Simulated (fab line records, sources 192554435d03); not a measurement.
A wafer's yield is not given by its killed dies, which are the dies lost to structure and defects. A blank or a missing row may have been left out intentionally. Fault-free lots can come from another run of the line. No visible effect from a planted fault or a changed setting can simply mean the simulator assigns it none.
What tool caused it? | flow n5 finfet | Sampling: 9 lots, 27 wafers, 6 of 1938 route steps

== WHAT THE GAUGES READ, wafer by wafer ==
N5_GATE_CUT_CD_MEAS_13 targets a cd of 20 nm.
lot  | measured    | on        | cd nm (nm)
L685 | day 4 14:41 | cd sem-02 | 20.33 20.39 19.81
L690 | day 5 19:36 | cd sem-01 | 19.64 19.49 20.06
L692 | day 6 06:53 | cd sem-02 | 19.71 19.60 19.54
L696 | day 7 16:53 | cd sem-02 | 20.06 20.26 20.09
L698 | day 7 19:25 | cd sem-03 | 20.02 20.05 20.17
L699 | day 7 23:50 | cd sem-03 | 20.13 20.05 19.68
L703 | day 8 22:58 | cd sem-03 | 19.89 20.19 19.97
L706 | day 9 18:31 | cd sem-01 | 20.40 20.28 20.21
L707 | day 9 23:38 | cd sem-02 | 19.33 20.10 19.46

N5_GATE_CUT_OVL_MEAS_14.
lot  | measured    | on         | GATE_CUT_OVL (nm)
L685 | day 4 14:43 | overlay-02 | -0.1 -0.1 -0.4
L690 | day 5 19:38 | overlay-01 | 0.5 0.7 0.9
L692 | day 6 06:55 | overlay-02 | 0.9 -0.9 -0.7
L696 | day 7 16:55 | overlay-02 | -0.4 -0.9 -0.5
L698 | day 7 19:28 | overlay-01 | 0.3 -0.5 -0.6
L699 | day 7 23:52 | overlay-02 | -0.1 0.8 0.2
L703 | day 8 22:59 | overlay-01 | -0.8 -0.6 -0.7
L706 | day 9 18:34 | overlay-02 | 0.2 -0.4 -0.8
L707 | day 9 23:40 | overlay-02 | 0.5 -0.6 -0.8

N5_BEOL_M4_RC_MEAS_101.
lot  | measured     | on        | DIBL_N (mV/V)  | DIBL_P (mV/V)  | IOFF_N (nA/um) | IOFF_P (nA/um) | ION_N (uA/um) | ION_P (uA/um) | SS_N (mV/dec)  | SS_P (mV/dec)  | VT_N (mV)   | VT_P (mV)
L685 | day 8 14:59  | prober-02 | 31.8 33.0 34.4 | 34.0 34.7 37.4 | 0.12 0.13 0.16 | 0.17 0.17 0.20 | 671 659 675   | 462 450 461   | 71.2 70.6 70.9 | 72.4 72.4 73.5 | 252 254 250 | -250.3 -253.8 -249.8
L690 | day 9 02:56  | prober-01 | 32.9 36.0 31.2 | 33.3 36.4 31.0 | 0.11 0.15 0.10 | 0.17 0.21 0.14 | 671 682 672   | 465 468 465   | 70.6 70.7 69.7 | 72.2 73.5 72.0 | 253 249 257 | -255.8 -247.8 -254.7
L692 | day 10 07:19 | prober-01 | 36.5 38.1 37.2 | 35.9 39.1 37.3 | 0.14 0.18 0.16 | 0.19 0.24 0.21 | 661 683 671   | 453 469 459   | 72.5 72.6 72.4 | 72.6 73.7 73.2 | 251 249 249 | -252.4 -247.1 -249.2
L696 | day 11 20:26 | prober-02 | 36.6 37.1 34.2 | 37.2 38.2 34.3 | 0.17 0.18 0.12 | 0.23 0.26 0.18 | 676 684 663   | 463 472 460   | 71.1 71.7 70.6 | 73.9 74.3 72.4 | 250 246 255 | -246.2 -246.0 -249.6
L698 | day 11 19:24 | prober-01 | 36.3 37.4 37.3 | 36.2 36.3 38.8 | 0.16 0.19 0.20 | 0.20 0.21 0.25 | 663 652 669   | 448 446 463   | 71.8 73.3 72.6 | 73.1 73.4 73.4 | 250 250 247 | -252.3 -249.7 -246.2
L699 | day 11 17:46 | prober-02 | 38.6 36.4 38.8 | 38.0 35.2 38.0 | 0.19 0.14 0.18 | 0.24 0.18 0.23 | 666 649 664   | 449 452 457   | 72.4 72.4 72.6 | 73.0 72.6 73.2 | 248 254 253 | -249.1 -252.1 -249.6
L703 | day 12 10:17 | prober-02 | 35.3 35.1 36.7 | 33.9 33.6 35.6 | 0.13 0.13 0.15 | 0.20 0.19 0.23 | 667 671 679   | 463 464 470   | 70.7 70.4 71.5 | 72.7 72.4 73.3 | 253 252 249 | -247.5 -250.6 -247.3
L706 | day 13 09:34 | prober-01 | 39.5 36.8 34.2 | 41.0 37.8 34.2 | 0.23 0.18 0.12 | 0.29 0.24 0.17 | 697 688 664   | 475 464 459   | 71.6 71.4 71.0 | 74.7 73.5 72.8 | 243 246 254 | -246.4 -246.8 -250.7
L707 | day 13 21:25 | prober-01 | 38.1 37.5 37.7 | 41.2 39.5 39.4 | 0.24 0.21 0.21 | 0.30 0.26 0.26 | 691 684 661   | 474 467 449   | 72.1 71.8 72.3 | 73.9 74.3 74.0 | 243 248 247 | -243.0 -246.6 -245.4

== TOOL THAT RAN EACH LOT (tool first, then ch and the chambers of the sampled wafers, then the start) ==
lot  | N5_GATE_CUT_COAT_27              | N5_GATE_CUT_ETCH_28               | N5_GATE_CUT_ETCH_36
L685 | litho track-03 ch 0, day 4 14:17 | rie diel-03 ch 0,1,3, day 4 14:50 | rie diel-03 ch 0,1,3, day 4 14:51
L690 | litho track-02 ch 0, day 5 19:13 | rie diel-02 ch 2,3, day 5 20:18   | rie diel-02 ch 2,3, day 5 20:19
L692 | litho track-03 ch 0, day 6 06:30 | rie diel-04 ch 0,1,3, day 6 07:03 | rie diel-04 ch 0,1,3, day 6 07:04
L696 | litho track-03 ch 0, day 7 16:37 | rie diel-04 ch 0,2,3, day 7 17:10 | rie diel-04 ch 0,2,3, day 7 17:11
L698 | litho track-03 ch 0, day 7 19:02 | rie diel-03 ch 0,1,3, day 7 19:35 | rie diel-03 ch 0,1,3, day 7 19:36
L699 | litho track-03 ch 0, day 7 23:26 | rie diel-04 ch 1,2,3, day 7 23:59 | rie diel-04 ch 1,2,3, day 8 00:00
L703 | litho track-05 ch 0, day 8 22:34 | rie diel-04 ch 0,1,3, day 8 23:07 | rie diel-04 ch 0,1,3, day 8 23:08
L706 | litho track-02 ch 0, day 9 18:16 | rie diel-02 ch 2,3, day 9 18:41   | rie diel-02 ch 2,3, day 9 18:42
L707 | litho track-02 ch 0, day 9 23:15 | rie diel-02 ch 1,3, day 9 23:47   | rie diel-02 ch 1,3, day 9 23:49
- N5_GATE_CUT_COAT_27: time 60 s, resist thk 10 nm.
- N5_GATE_CUT_ETCH_28: etches underlayer in N2/H2, target depth 13 nm, time 10.4 s.
- N5_GATE_CUT_ETCH_36: etches SiARC in CF4, target depth 13 nm, time 21.7 s.

== WHAT THE TOOLS THEMSELVES READ (means of the sampled wafers that have a number; where no wafer has one, the mark that the record gives instead) ==
N5_GATE_CUT_COAT_27.
lot  | tool           | exhaust pa (Pa) | spin speed rpm (rpm)
L685 | litho track-03 | 44.8            | 1499.6
L690 | litho track-02 | 45.0            | 1499.6
L692 | litho track-03 | 43.7            | 1499.4
L696 | litho track-03 | 44.6            | 1500.1
L698 | litho track-03 | 45.0            | 1822.2
L699 | litho track-03 | 44.6            | 1821.6
L703 | litho track-05 | 45.1            | 1500.5
L706 | litho track-02 | 45.4            | 1499.7
L707 | litho track-02 | 46.1            | 1500.0

N5_GATE_CUT_ETCH_28.
lot  | tool        | drypump motor current A (A) | etch rf on time s (s) | n2 flow sccm (sccm) | oes product au (a.u.) | rf vpp V (V) | showerhead plenum p Torr (Torr) | throttle valve pct (%)
L685 | rie diel-03 | 5.7                         | 10.49                 | 199.8               | 0.64                  | 524.4        | 2.58                            | 17.8
L690 | rie diel-02 | 5.3                         | 10.29                 | 200.7               | 0.65                  | 524.6        | 2.56                            | 17.8
L692 | rie diel-04 | 5.8                         | 10.30                 | 200.4               | 0.67                  | 520.8        | 2.45                            | 17.7
L696 | rie diel-04 | 5.8                         | 10.38                 | 200.1               | 0.64                  | 521.1        | 2.47                            | 17.7
L698 | rie diel-03 | 5.7                         | 9.46                  | 200.4               | 0.62                  | 523.5        | 2.57                            | 17.8
L699 | rie diel-04 | 5.6                         | 9.47                  | 199.7               | 0.66                  | 523.1        | 2.50                            | 17.6
L703 | rie diel-04 | 5.8                         | 10.35                 | 199.9               | 0.66                  | 520.9        | 2.44                            | 17.8
L706 | rie diel-02 | 5.3                         | 10.14                 | 200.4               | 0.78                  | 524.3        | 2.55                            | 17.5
L707 | rie diel-02 | 6.6                         | 10.34                 | 199.8               | 0.68                  | 522.5        | 2.52                            | 17.6

N5_GATE_CUT_ETCH_36.
lot  | tool        | drypump motor current A (A) | etch rf on time s (s) | oes product au (a.u.) | rf vpp V (V) | showerhead plenum p Torr (Torr) | throttle valve pct (%)
L685 | rie diel-03 | 5.7                         | 21.5                  | 0.64                  | 184.2        | 2.17                            | 15.5
L690 | rie diel-02 | 5.3                         | 21.5                  | 0.65                  | 184.7        | 2.18                            | 15.6
L692 | rie diel-04 | 5.8                         | 21.6                  | 0.67                  | 183.4        | 2.07                            | 15.4
L696 | rie diel-04 | 5.8                         | 22.0                  | 0.63                  | 184.1        | 2.08                            | 15.5
L698 | rie diel-03 | 5.7                         | 22.0                  | 0.62                  | 184.5        | 2.16                            | 15.6
L699 | rie diel-04 | 5.6                         | 21.9                  | 0.66                  | 184.2        | 2.11                            | 15.3
L703 | rie diel-04 | 5.8                         | 21.7                  | 0.65                  | 182.6        | 2.06                            | 15.5
L706 | rie diel-02 | 5.3                         | 20.9                  | 0.78                  | 183.4        | 2.17                            | 15.4
L707 | rie diel-02 | 6.6                         | 21.9                  | 0.68                  | 184.5        | 2.13                            | 15.4

== THE ANSWER, worked out from the rows above alone ==
Rule: what is usual is taken from the lots themselves. The widest of any qualifying gaps counts: lots, ordered by their means at a reading, are off when they make up no more than a third of the lots, leave a main group of 4 or more, and stand apart from it by 3 or more times the standard deviation of that group's means. Not used: any main group whose means are identical at the precision the tables above print for the reading. A lot without any number at a reading at which 4 lots or more have one is off too. Where the step has rows for the other lots, those lots are counted as sound. First the gauges in route order, then the tools' own readings, where a lot's mean is used as printed above. At the first step where some lot is off, the reading lying furthest off is the one used; lots without a number count as furthest.
Off: L698, L699 (N5_GATE_CUT_COAT_27, spin speed rpm). The main group has a mean of 1499.8 rpm with a standard deviation of 0.35.
A tool fits if, at that step or a process step before it, it ran every lot that is off, and no sound lot after the first of them. One fits: litho track-03 at N5_GATE_CUT_COAT_27. A fault onset in the window from L696 (day 7 16:37, its last sound lot) to L698 (day 7 19:02, its first lot off) fits.
On the lots that are off, the tool's own readings at N5_GATE_CUT_COAT_27 differ by more than 5 times the standard deviation of the sound lots' means, which bears it out; spin speed rpm reads 1821.9 rpm there versus 1499.8 rpm on the sound lots.

== WHAT HAD BEEN PUT IN BY THE SIMULATOR ==
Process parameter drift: litho track-03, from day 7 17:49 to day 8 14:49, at N5_GATE_CUT_COAT_27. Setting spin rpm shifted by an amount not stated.
Shown lots that were struck: L698, L699. The rule given above showed the same thing.
